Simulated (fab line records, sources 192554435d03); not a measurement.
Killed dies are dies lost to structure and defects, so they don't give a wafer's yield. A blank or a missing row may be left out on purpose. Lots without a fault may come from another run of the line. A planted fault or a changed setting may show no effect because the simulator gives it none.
fab line records | flow n5_finfet | part 1 of 2: steps 1 to 4 of 6
record lots=20 wafers=60 last_day=20
route steps=1938 shown BEOL_M3@1012 BEOL_M4@1038
lots that met no fault: from a run of the same line without faults
start_h: hours from the record's first day to the start of the lot's first wafer shown | wait_h: hours since the lot's step before | " the same as in the row above | L1.1+2: a row that stands for several wafers | - no value, or no start given | * or withheld: withheld | < > ~ a bound
route shown NAME@n: a module of which the file shows steps, and the number in the route of the first | usual: mean/standard deviation of fault-free wafers | same: alike in all rows | chamber/n: place in a boat | sites: the reading at each site | _std_site: their standard deviation | _edge_site: outer sites' mean less inner sites' | radius_mm: how far each site lies from the wafer's centre | mask NAME#n: copy n | behind: the tool/chamber that last shaped the wafer | hold: why the lot was held/for how many hours/how that ended | device: the transistor (n, p or np) that didn't switch | end of line: the same wafers' tests at the end of the route | a step without rows: its recipe alone | killed: dies lost to structure and defects at the first sort, not the wafer's yield | map: a wafer's dies, x killed, . not, _ none there
set.NAME: the setting as run; set.NAME@STEP: as run at that earlier step | model.NAME: the simulator's own value behind a step, which no gauge read
steps of the route over a sample of lots; a table a step, a row a wafer
services: from which hour (start_h, from the record's first day; less than 0 if before it) a tool's chamber was out of use, for how many hours, and why
## steps
# step N5_BEOL_M3_ANNEAL_51
# recipe temp_c=225 time_s=90 ambient=N2
# usual wafer_temp_C_max=225.89/0.25
# columns lot.wafer tool chamber start_h wait_h wafer_temp_C_max
L074.1 rtp_anneal-01 0 172.32 0.1 225.86
L074.2 " 0 " " 226.62
L074.5 " 0 " " 226.09
L077.1 rtp_anneal-01 0 212.89 0.1 225.81
L077.4 " 0 " " 225.95
L077.5 " 0 " " 225.91
L078.1 rtp_anneal-02 0 213.80 0.1 225.76
L078.5 " 0 " " 225.81
L078.6 " 0 " " 226.24
L079.1 rtp_anneal-02 0 223.31 0.1 225.63
L079.4 " 0 " " 225.74
L079.5 " 0 " " 225.88
L080.1 rtp_anneal-02 0 226.12 0.1 225.62
L080.5 " 0 " " 225.96
L080.6 " 0 " " 226.00
L081.4 rtp_anneal-02 0 232.00 0.2 226.01
L081.5 " 0 " " 225.94
L081.6 " 0 " " 225.74
L082.2 rtp_anneal-02 0 234.61 0.1 225.74
L082.4 " 0 " " 226.06
L082.5 " 0 " " 225.61
L083.4 rtp_anneal-01 0 234.89 0.2 225.71
L083.5 " 0 " " 225.85
L083.6 " 0 " " 225.91
L085.2 rtp_anneal-01 0 238.17 0.1 225.88
L085.3 " 0 " " 225.62
L085.5 " 0 " " 226.18
L087.3 rtp_anneal-01 0 254.56 0.1 226.22
L087.4 " 0 " " 225.91
L087.6 " 0 " " 226.04
L089.1 rtp_anneal-01 0 260.48 0.1 226.37
L089.3 " 0 " " 226.13
L089.4 " 0 " " 226.00
L088.4 rtp_anneal-02 0 264.45 0.2 225.78
L088.5 " 0 " " 226.16
L088.6 " 0 " " 226.22
L091.2 rtp_anneal-01 0 274.93 0.1 226.12
L091.4 " 0 " " 225.76
L091.5 " 0 " " 226.24
L092.2 rtp_anneal-01 0 284.04 0.1 226.45
L092.4 " 0 " " 225.96
L092.6 " 0 " " 225.93
L093.1 rtp_anneal-02 0 286.94 0.1 225.51
L093.4 " 0 " " 225.96
L093.5 " 0 " " 225.88
L096.2 rtp_anneal-01 0 314.90 0.1 226.08
L096.4 " 0 " " 225.93
L096.6 " 0 " " 226.07
L094.1 rtp_anneal-02 0 318.31 0.1 226.04
L094.2 " 0 " " 225.87
L094.4 " 0 " " 225.78
L090.2 rtp_anneal-01 0 318.53 0.1 226.12
L090.4 " 0 " " 226.06
L090.6 " 0 " " 225.65
L095.3 rtp_anneal-02 0 325.21 0.1 225.66
L095.4 " 0 " " 225.58
L095.6 " 0 " " 225.81
L097.1 rtp_anneal-02 0 332.18 0.1 225.76
L097.2 " 0 " " 225.48
L097.6 " 0 " " 225.73
# step N5_BEOL_M3_PRE_CLEAN_60
# recipe gas=NH3/H2 time_s=15 temp_c=* rf_power_w=300
# usual heater_power_w=89/15 rf_fwd_power_W=296.3/1.3
# columns lot.wafer tool chamber start_h wait_h heater_power_w rf_fwd_power_W
L074.1 cvd_co-02 0 172.95 0.0 88 297.4
L074.2 " 1 " " 66 295.9
L074.5 " 2 " " 88 294.2
L077.1 cvd_co-01 1 213.52 0.0 119 298.5
L077.4 " 0 " " 85 298.0
L077.5 " 2 " " 82 296.4
L078.1 cvd_co-01 1 214.47 0.1 117 297.3
L078.5 " 1 " " 117 298.2
L078.6 " 0 " " 85 295.8
L079.1 cvd_co-01 2 223.95 0.0 84 295.5
L079.4 " 1 " " 115 296.1
L079.5 " 0 " " 85 297.2
L080.1 cvd_co-02 2 226.75 0.0 92 295.6
L080.5 " 0 " " 86 296.3
L080.6 " 1 " " 66 296.9
L081.4 cvd_co-02 1 232.51 0.1 65 295.1
L081.5 " 0 " " 90 296.7
L081.6 " 2 " " 94 295.2
L082.2 cvd_co-01 0 235.20 0.0 85 296.3
L082.4 " 2 " " 85 297.3
L082.5 " 0 " " 85 295.5
L083.4 cvd_co-01 1 235.40 0.1 117 298.4
L083.5 " 2 " " 83 295.9
L083.6 " 0 " " 87 296.3
L085.2 cvd_co-02 0 238.76 0.0 88 295.6
L085.3 " 2 " " 92 295.2
L085.5 " 1 " " 63 295.8
L087.3 cvd_co-02 2 255.10 0.0 92 294.6
L087.4 " 0 " " 91 294.9
L087.6 " 1 " " 67 296.1
L089.1 cvd_co-01 1 261.11 0.0 118 300.1
L089.3 " 0 " " 85 296.5
L089.4 " 0 " " 88 295.4
L088.4 cvd_co-01 1 264.97 0.1 118 297.5
L088.5 " 2 " " 84 296.8
L088.6 " 0 " " 87 297.3
L091.2 cvd_co-01 0 275.51 0.0 87 296.2
L091.4 " 0 " " 86 296.6
L091.5 " 2 " " 84 295.8
L092.2 cvd_co-02 2 284.63 0.0 94 293.7
L092.4 " 1 " " 65 295.2
L092.6 " 2 " " 93 295.9
L093.1 cvd_co-02 1 287.56 0.0 65 296.0
L093.4 " 0 " " 88 296.5
L093.5 " 2 " " 94 295.0
L096.2 cvd_co-01 2 315.48 0.0 86 295.0
L096.4 " 2 " " 87 294.5
L096.6 " 1 " " 117 299.6
L094.1 cvd_co-02 0 318.95 0.0 88 295.6
L094.2 " 2 " " 94 295.3
L094.4 " 1 " " 67 296.1
L090.2 cvd_co-01 2 319.13 0.0 85 297.3
L090.4 " 0 " " 85 297.0
L090.6 " 2 " " 87 297.1
L095.3 cvd_co-01 0 325.77 0.0 86 296.2
L095.4 " 1 " " 118 299.8
L095.6 " 0 " " 85 295.8
L097.1 cvd_co-02 1 332.82 0.0 65 294.2
L097.2 " 2 " " 92 296.4
L097.6 " 0 " " 87 296.0
# step N5_BEOL_M4_ETCH_74
# recipe chemistry=N2/H2 target=underlayer target_depth_a=65 mask_material=CAR-EUV time_s=5.2 ion_energy_ev=200 pressure_mtorr=30 source_w=840 bias_w=150 n2_flow_sccm=200 h2_flow_sccm=200 ends=cleared
# usual drypump_motor_current_A=5.7/0.41 etch_rf_on_time_s=5.19/0.1 oes_product_au=0.69/0.089 rf_fwd_power_W=819.3/2.6 rf_vpp_V=522.8/2.5 showerhead_plenum_p_Torr=2.51/0.081 throttle_valve_pct=17.97/0.24
# columns lot.wafer tool chamber start_h wait_h drypump_motor_current_A etch_rf_on_time_s oes_product_au rf_fwd_power_W rf_hours_counter_h rf_vpp_V showerhead_plenum_p_Torr throttle_valve_pct
L074.1 rie_diel-03 0 174.71 0.0 5.7 5.39 0.63 817.7 165 522.5 2.44 18.17
L074.2 " 3 " " 5.3 5.29 0.60 818.6 207 522.2 2.52 17.82
L074.5 " 3 " " 5.3 5.26 0.59 823.1 - 524.2 2.52 17.83
L077.1 rie_diel-06 1 214.58 0.0 5.8 5.21 0.64 817.0 153 520.4 2.43 18.05
L077.4 " 0 " " 5.7 5.07 0.82 820.6 - 521.7 2.50 17.74
L077.5 " 1 " " 5.8 5.22 0.64 822.2 - 520.3 2.43 18.02
L078.1 rie_diel-05 0 217.72 0.0 6.5 5.07 0.78 818.6 25 521.0 2.49 17.39
L078.5 " 0 " " 6.5 5.12 0.77 816.8 - 522.9 2.49 17.40
L078.6 " 1 " " 6.5 5.19 0.60 818.3 - 520.9 2.41 18.18
L079.1 rie_diel-03 2 227.91 0.0 5.8 5.03 0.77 822.6 47 526.5 2.70 17.82
L079.4 " 1 " " 5.4 4.99 0.86 825.7 0 523.2 2.50 17.95
L079.5 " 1 " " 5.5 5.05 0.86 819.0 - 520.9 2.50 17.95
L080.1 rie_diel-03 0 229.57 0.0 5.7 5.41 0.62 817.1 188 521.8 2.43 18.22
L080.5 " 2 " " 5.8 5.16 0.75 818.1 - 525.6 2.69 17.82
L080.6 " 1 " " 5.5 5.12 0.85 825.4 - 522.6 2.50 17.96
L081.4 rie_diel-03 2 236.01 0.0 5.8 5.14 0.74 818.0 51 527.7 2.69 17.84
L081.5 " 3 " " 5.3 5.25 0.58 822.9 - 522.2 2.51 17.88
L081.6 " 0 " " 5.7 5.35 0.62 824.3 - 522.2 2.43 18.24
L082.2 rie_diel-06 3 238.19 0.0 4.9 5.01 0.85 823.4 6 521.2 2.50 18.03
L082.4 " 2 " " 5.5 5.19 0.67 817.1 121 524.8 2.56 17.86
L082.5 " 0 " " 5.7 5.08 0.80 818.4 - 523.2 2.49 17.74
L083.4 rie_diel-03 3 238.66 0.0 5.3 5.27 0.60 818.1 235 521.0 2.51 17.88
L083.5 " 0 " " 5.7 5.33 0.62 820.6 - 521.0 2.43 18.21
L083.6 " 3 " " 5.3 5.32 0.57 820.5 - 520.1 2.51 17.86
L085.2 rie_diel-03 3 244.92 0.0 5.3 5.30 0.58 818.1 239 521.7 2.50 17.89
L085.3 " 0 " " 5.7 5.33 0.61 822.4 195 521.1 2.43 18.23
L085.5 " 2 " " 5.8 5.11 0.75 819.8 - 528.8 2.69 17.80
L087.3 rie_diel-05 3 257.95 0.0 5.4 5.22 0.59 820.7 227 522.5 2.50 18.40
L087.4 " 2 " " 6.3 5.19 0.62 816.8 - 522.4 2.52 18.06
L087.6 " 3 " " 5.4 5.23 0.59 822.1 - 523.9 2.50 18.38
L089.1 rie_diel-06 0 265.08 0.0 5.7 5.07 0.76 819.5 28 522.7 2.49 17.78
L089.3 " 2 " " 5.5 5.23 0.65 822.5 134 525.6 2.56 17.88
L089.4 " 3 " " 4.9 5.06 0.80 819.2 19 523.0 2.49 18.06
L088.4 rie_diel-06 3 266.52 0.0 4.9 4.95 0.83 819.1 20 524.3 2.49 18.04
L088.5 " 2 " " 5.6 5.21 0.66 818.8 - 523.7 2.55 17.88
L088.6 " 1 " " 5.8 5.24 0.62 818.7 - 519.7 2.42 18.08
L091.2 rie_diel-06 2 278.81 0.0 5.5 5.23 0.66 820.2 138 521.8 2.55 17.88
L091.4 " 3 " " 4.9 5.02 0.81 821.7 23 521.9 2.49 18.04
L091.5 " 2 " " 5.5 5.23 0.66 819.1 - 521.1 2.55 17.88
L092.2 rie_diel-05 2 288.22 0.0 6.3 5.19 0.61 819.7 213 522.9 2.52 18.10
L092.4 " 1 " " 6.5 5.23 0.59 824.6 245 520.2 2.41 18.21
L092.6 " 1 " " 6.5 5.17 0.59 822.7 - 520.4 2.41 18.23
L093.1 rie_diel-03 1 289.31 0.0 5.4 5.10 0.77 820.7 29 522.0 2.48 17.99
L093.4 " 2 " " 5.8 5.10 0.73 815.6 - 528.4 2.68 17.89
L093.5 " 0 " " 5.7 5.39 0.59 820.5 - 521.6 2.42 18.27
L096.2 rie_diel-06 0 316.90 0.0 5.7 5.19 0.73 819.2 47 522.7 2.48 17.80
L096.4 " 1 " " 5.8 5.31 0.61 816.8 189 521.0 2.42 18.09
L096.6 " 0 " " 5.7 5.18 0.73 812.9 - 523.9 2.48 17.81
L094.1 rie_diel-03 0 320.38 0.0 5.7 5.35 0.59 820.8 227 520.4 2.41 18.28
L094.2 " 2 " " 5.8 5.10 0.71 818.7 88 526.7 2.68 17.85
L094.4 " 1 " " 5.5 5.13 0.76 818.4 41 523.2 2.48 18.01
L090.2 rie_diel-05 2 320.69 0.0 6.3 5.31 0.59 822.0 228 522.2 2.51 18.10
L090.4 " 0 " " 6.4 5.15 0.73 817.6 - 520.0 2.48 17.47
L090.6 " 3 " " 5.5 5.33 0.57 816.2 - 522.3 2.49 18.40
L095.3 rie_diel-05 0 329.23 0.0 6.5 5.16 0.71 821.4 60 521.5 2.47 17.44
L095.4 " 1 " " 6.5 5.27 0.82 822.3 - 528.5 2.72 17.82
L095.6 " 2 " " 6.3 5.24 0.59 823.2 - 524.0 2.51 18.09
L097.1 rie_diel-03 2 335.92 0.0 5.8 5.15 0.69 821.7 93 529.7 2.67 17.89
L097.2 " 1 " " 5.5 5.07 0.75 815.8 46 521.3 2.48 18.03
L097.6 " 2 " " 5.8 5.14 0.71 816.9 - 526.8 2.67 17.87
# step N5_BEOL_M4_ETCH_63
# recipe chemistry=CF4 target=SiARC target_depth_a=156 mask_material=CAR-EUV time_s=26 ion_energy_ev=80 pressure_mtorr=40 source_w=545 bias_w=36 Ar_flow_sccm=100 cf4_flow_sccm=100 ends=cleared
# usual drypump_motor_current_A=5.7/0.41 etch_rf_on_time_s=25.9/0.43 oes_product_au=0.69/0.089 rf_fwd_power_W=532.2/2.4 rf_vpp_V=183.8/1.2 showerhead_plenum_p_Torr=2.11/0.066 throttle_valve_pct=15.67/0.24
# columns lot.wafer tool chamber start_h wait_h drypump_motor_current_A etch_rf_on_time_s oes_product_au rf_fwd_power_W rf_hours_counter_h rf_vpp_V showerhead_plenum_p_Torr throttle_valve_pct
L074.1 rie_diel-03 0 174.73 0.0 5.7 26.6 0.63 531.5 165 183.2 2.05 15.84
L074.2 " 3 " " 5.3 26.4 0.60 530.5 207 183.1 2.12 15.63
L074.5 " 3 " " 5.3 26.4 0.60 530.5 - 183.4 2.12 15.63
L077.1 rie_diel-06 1 214.59 0.0 5.8 26.4 0.64 533.9 153 182.7 2.06 15.81
L077.4 " 0 " " 5.7 25.4 0.84 531.8 - 185.2 2.11 15.47
L077.5 " 1 " " 5.8 26.4 0.65 535.5 - 182.7 2.06 15.80
L078.1 rie_diel-05 0 217.74 0.0 6.5 25.7 0.77 531.2 25 184.4 2.10 15.07
L078.5 " 0 " " 6.5 25.8 0.77 530.2 - 184.1 2.10 15.08
L078.6 " 1 " " 6.5 26.1 0.60 534.6 - 183.7 2.04 15.89
L079.1 rie_diel-03 2 227.92 0.0 5.8 25.7 0.76 533.2 47 183.8 2.27 15.49
L079.4 " 1 " " 5.5 25.7 0.85 534.1 0 183.5 2.10 15.58
L079.5 " 1 " " 5.5 25.7 0.86 529.5 - 182.2 2.10 15.57
L080.1 rie_diel-03 0 229.58 0.0 5.7 26.6 0.62 528.2 188 183.8 2.05 15.90
L080.5 " 2 " " 5.8 25.6 0.76 533.2 - 185.8 2.27 15.49
L080.6 " 1 " " 5.5 25.6 0.85 530.0 - 184.5 2.10 15.58
L081.4 rie_diel-03 2 236.03 0.0 5.8 25.3 0.76 528.8 51 186.8 2.26 15.51
L081.5 " 3 " " 5.3 26.1 0.58 532.2 - 183.8 2.11 15.69
L081.6 " 0 " " 5.7 26.5 0.61 531.9 - 182.9 2.04 15.90
L082.2 rie_diel-06 3 238.21 0.0 4.9 25.2 0.84 533.8 6 184.0 2.11 15.67
L082.4 " 2 " " 5.5 26.3 0.66 529.5 121 185.4 2.15 15.46
L082.5 " 0 " " 5.7 25.4 0.80 533.3 - 182.2 2.10 15.50
L083.4 rie_diel-03 3 238.68 0.0 5.3 26.4 0.58 531.0 235 184.3 2.11 15.68
L083.5 " 0 " " 5.7 26.4 0.61 531.3 - 183.2 2.04 15.89
L083.6 " 3 " " 5.3 26.4 0.58 531.0 - 183.7 2.11 15.70
L085.2 rie_diel-03 3 244.94 0.0 5.3 26.4 0.58 533.1 239 184.0 2.11 15.68
L085.3 " 0 " " 5.7 26.6 0.61 531.4 195 183.4 2.04 15.92
L085.5 " 2 " " 5.8 25.6 0.75 532.8 - 186.5 2.26 15.51
L087.3 rie_diel-05 3 257.97 0.0 5.4 26.0 0.59 536.2 227 183.3 2.11 16.09
L087.4 " 2 " " 6.3 26.0 0.62 530.4 - 185.2 2.12 15.79
L087.6 " 3 " " 5.4 26.1 0.59 535.3 - 183.7 2.11 16.10
L089.1 rie_diel-06 0 265.10 0.0 5.7 25.5 0.78 528.4 28 183.9 2.10 15.51
L089.3 " 2 " " 5.5 26.0 0.66 532.9 134 182.9 2.15 15.49
L089.4 " 3 " " 4.9 24.9 0.81 531.6 19 184.2 2.10 15.71
L088.4 rie_diel-06 3 266.53 0.0 4.9 25.4 0.81 531.2 20 184.5 2.10 15.70
L088.5 " 2 " " 5.5 26.2 0.65 533.5 - 183.7 2.15 15.49
L088.6 " 1 " " 5.8 26.4 0.62 535.6 - 181.6 2.05 15.85
L091.2 rie_diel-06 2 278.83 0.0 5.5 26.1 0.66 531.7 138 185.2 2.14 15.50
L091.4 " 3 " " 4.9 25.5 0.80 532.3 23 184.8 2.10 15.73
L091.5 " 2 " " 5.5 26.1 0.66 530.0 - 185.1 2.14 15.52
L092.2 rie_diel-05 2 288.23 0.0 6.3 25.7 0.61 530.6 213 185.5 2.12 15.82
L092.4 " 1 " " 6.5 25.9 0.59 532.9 245 182.9 2.03 15.92
L092.6 " 1 " " 6.5 25.9 0.59 534.9 - 183.5 2.03 15.91
L093.1 rie_diel-03 1 289.33 0.0 5.5 25.7 0.77 531.9 29 181.8 2.09 15.63
L093.4 " 2 " " 5.8 25.6 0.72 530.3 - 185.9 2.26 15.54
L093.5 " 0 " " 5.7 26.6 0.60 531.5 - 182.5 2.04 15.95
L096.2 rie_diel-06 0 316.92 0.0 5.7 25.8 0.74 530.0 47 182.4 2.09 15.56
L096.4 " 1 " " 5.8 26.5 0.62 537.3 189 182.3 2.05 15.88
L096.6 " 0 " " 5.7 25.7 0.74 532.2 - 183.9 2.09 15.56
L094.1 rie_diel-03 0 320.40 0.0 5.7 26.4 0.60 532.5 227 182.9 2.03 15.96
L094.2 " 2 " " 5.8 25.5 0.72 528.8 88 184.9 2.25 15.57
L094.4 " 1 " " 5.4 25.4 0.76 531.8 41 182.2 2.09 15.65
L090.2 rie_diel-05 2 320.71 0.0 6.3 25.9 0.60 533.3 228 183.6 2.11 15.84
L090.4 " 0 " " 6.5 25.1 0.73 531.9 - 183.4 2.09 15.14
L090.6 " 3 " " 5.4 25.9 0.58 536.3 - 183.7 2.11 16.15
L095.3 rie_diel-05 0 329.25 0.0 6.5 25.7 0.72 532.7 60 184.0 2.08 15.15
L095.4 " 1 " " 6.5 26.4 0.82 536.1 - 185.0 2.28 15.44
L095.6 " 2 " " 6.2 26.6 0.59 530.9 - 182.8 2.11 15.83
L097.1 rie_diel-03 2 335.94 0.0 5.8 25.6 0.71 531.2 93 185.4 2.25 15.60
L097.2 " 1 " " 5.5 25.7 0.75 526.7 46 185.7 2.09 15.67
L097.6 " 2 " " 5.8 25.9 0.70 532.6 - 185.6 2.25 15.57
